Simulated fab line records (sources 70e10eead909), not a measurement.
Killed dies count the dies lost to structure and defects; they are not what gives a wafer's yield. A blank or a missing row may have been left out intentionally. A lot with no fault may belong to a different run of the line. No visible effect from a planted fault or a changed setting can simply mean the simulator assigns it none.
Which of the tools did it? -- flow nand_harc -- 72 wafers sampled from 24 lots at 1 step of a route of 1159

## WHAT EACH GAUGE READ, for each wafer
NHARC_P_GATE_CD_MEAS_11 targets a cd of 1640 nm. Usual: cd_nm reads 1639.6 nm (standard deviation 1.8).
lot,measured,on,cd_nm (nm),flag
L074,day 4 05:20,cd_sem-02,1641.2 1640.0 1639.6,
L076,day 4 10:19,cd_sem-02,1641.3 1637.8 1638.4,
L075,day 4 10:28,cd_sem-03,1640.6 1636.0 1639.3,
L078,day 5 03:31,cd_sem-03,1640.5 1638.2 1638.7,
L077,day 5 03:41,cd_sem-02,1638.5 1638.7 1642.2,
L079,day 5 08:22,cd_sem-02,1637.2 1640.0 1643.4,
L080,day 5 08:32,cd_sem-03,1641.7 1639.7 1640.2,
L081,day 5 23:17,cd_sem-01,1640.7 1641.4 1643.8,
L082,day 5 23:26,cd_sem-03,1640.7 1643.5 1640.6,
L083,day 6 15:23,cd_sem-01,1641.3 1639.6 1640.2,
L084,day 6 15:33,cd_sem-02,1639.7 1639.1 1639.2,
L085,day 6 15:43,cd_sem-02,1642.5 1642.6 1642.2,
L086,day 7 08:58,cd_sem-02,1639.7 1637.8 1638.9,
L087,day 7 09:08,cd_sem-02,1639.5 1641.0 1640.9,
L088,day 7 17:28,cd_sem-02,1637.1 1638.0 1637.9,
L089,day 7 17:38,cd_sem-01,1637.1 1633.7 1637.7,
L090,day 8 01:43,cd_sem-02,1642.1 1641.1 1641.5,
L091,day 8 09:48,cd_sem-03,1639.4 1641.2 1641.6,
L092,day 8 16:32,cd_sem-03,1638.0 1638.2 1636.0,
L094,day 8 23:25,cd_sem-01,1639.5 1640.3 1639.6,
L093,day 8 23:35,cd_sem-01,1640.8 1640.5 1637.9,
L095,day 9 11:13,cd_sem-02,1637.5 1637.9 1639.1,
L096,day 9 14:29,cd_sem-02,1639.8 1638.3 1640.0,
L097,day 9 14:39,cd_sem-01,1638.0 1638.4 1636.9,

## WHAT TOOL EACH LOT RAN ON (gives the tool, then ch and the chambers of the sampled wafers, and finally the start)
Before these readings, the record contains no process step.

## AS READ BY THE TOOLS THEMSELVES (means over the sampled wafers that have a number; for cases with no such wafer, the mark the record gives instead)
The record holds no such reading with a usual standard deviation.

## THE ANSWER, worked out from the rows above alone
Rule: take the mean of a lot's wafers that have a number; if it is more than 3 standard deviations from the usual mean, the lot is off. Also off: a lot with no number at a reading for which 4 or more lots have one. The other lots that the step has rows for count as sound. The gauges are gone through in route order, then the tools' own readings, and for those a lot's mean is taken as printed above. At the first step where some lot is off, the reading lying furthest off is the one used; lots without a number count as furthest.
No lot is off on any of the readings shown, so nothing can be concluded from this.

## WHAT THE SIMULATOR HAD INSERTED
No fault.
